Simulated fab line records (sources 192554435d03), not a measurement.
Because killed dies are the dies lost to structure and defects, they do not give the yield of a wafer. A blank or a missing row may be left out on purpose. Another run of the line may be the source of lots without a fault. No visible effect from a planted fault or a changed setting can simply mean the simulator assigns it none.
Chamber matching :: flow n5_finfet :: pecvd-02 running N5_BEOL_M15_ILD_DEP_00: 3 sister chambers
The step deposits SiO2 from TEOS/O2, target thk 1629.3 nm, time 346.1 s. 6 wafers are shown with their chamber, then 9 later ones without.

## WAFERS PAIRED WITH THEIR CHAMBERS
wafer: L085.1
chamber: 0
throttle_valve_pct (%): 17.8
showerhead_plenum_p_Torr (Torr): 8.40

wafer: L085.3
chamber: 1
throttle_valve_pct (%): 19.6
showerhead_plenum_p_Torr (Torr): 8.32

wafer: L086.6
chamber: 1
throttle_valve_pct (%): 19.7
showerhead_plenum_p_Torr (Torr): 8.32

wafer: L091.2
chamber: 2
throttle_valve_pct (%): 17.8
showerhead_plenum_p_Torr (Torr): 8.40

wafer: L091.3
chamber: 0
throttle_valve_pct (%): 17.9
showerhead_plenum_p_Torr (Torr): 8.39

wafer: L091.6
chamber: 2
throttle_valve_pct (%): 17.5
showerhead_plenum_p_Torr (Torr): 8.39

## WAFERS WHOSE CHAMBER IS MISSING
wafer: L090.3
throttle_valve_pct (%): 17.7
showerhead_plenum_p_Torr (Torr): 8.41

wafer: L090.4
throttle_valve_pct (%): 17.8
showerhead_plenum_p_Torr (Torr): 8.41

wafer: L090.5
throttle_valve_pct (%): 18.0
showerhead_plenum_p_Torr (Torr): 8.41

wafer: L089.1
throttle_valve_pct (%): 17.7
showerhead_plenum_p_Torr (Torr): 8.38

wafer: L089.2
throttle_valve_pct (%): 20.0
showerhead_plenum_p_Torr (Torr): 8.30

wafer: L089.6
throttle_valve_pct (%): 18.3
showerhead_plenum_p_Torr (Torr): 8.42

wafer: L095.1
throttle_valve_pct (%): 19.6
showerhead_plenum_p_Torr (Torr): 8.32

wafer: L095.3
throttle_valve_pct (%): 18.1
showerhead_plenum_p_Torr (Torr): 8.40

wafer: L095.6
throttle_valve_pct (%): 17.6
showerhead_plenum_p_Torr (Torr): 8.37

## EACH ONE'S CHAMBER
wafer: L090.3
from the rows above: can't be placed: 2 or 0
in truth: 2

wafer: L090.4
from the rows above: can't be placed: 0 or 2
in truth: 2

wafer: L090.5
from the rows above: can't be placed: 0 or 2
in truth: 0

wafer: L089.1
from the rows above: can't be placed: 2 or 0
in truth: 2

wafer: L089.2
from the rows above: 1
in truth: 1

wafer: L089.6
from the rows above: can't be placed: 0 or 2
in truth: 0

wafer: L095.1
from the rows above: 1
in truth: 1

wafer: L095.3
from the rows above: can't be placed: 0 or 2
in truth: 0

wafer: L095.6
from the rows above: can't be placed: 2 or 0
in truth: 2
Correctly placed: 2 of 9. Unplaceable from these rows: 7, with the true chamber sitting among the candidates in 7. 0 placed wrongly.
How it was worked out, from the rows above alone: a wafer's distance from a chamber is the root of the sum, over the readings, of the square of ((its reading less the chamber's mean) divided by the reading's scatter). The wafer belongs to the nearest chamber; if the next one is less than 2 further off, it can't be placed. Each chamber's mean is taken over the wafers shown for it. The scatter: take each reading less its chamber's mean, square it, sum over the shown wafers, divide by the number of wafers less the number of chambers, and take the root.
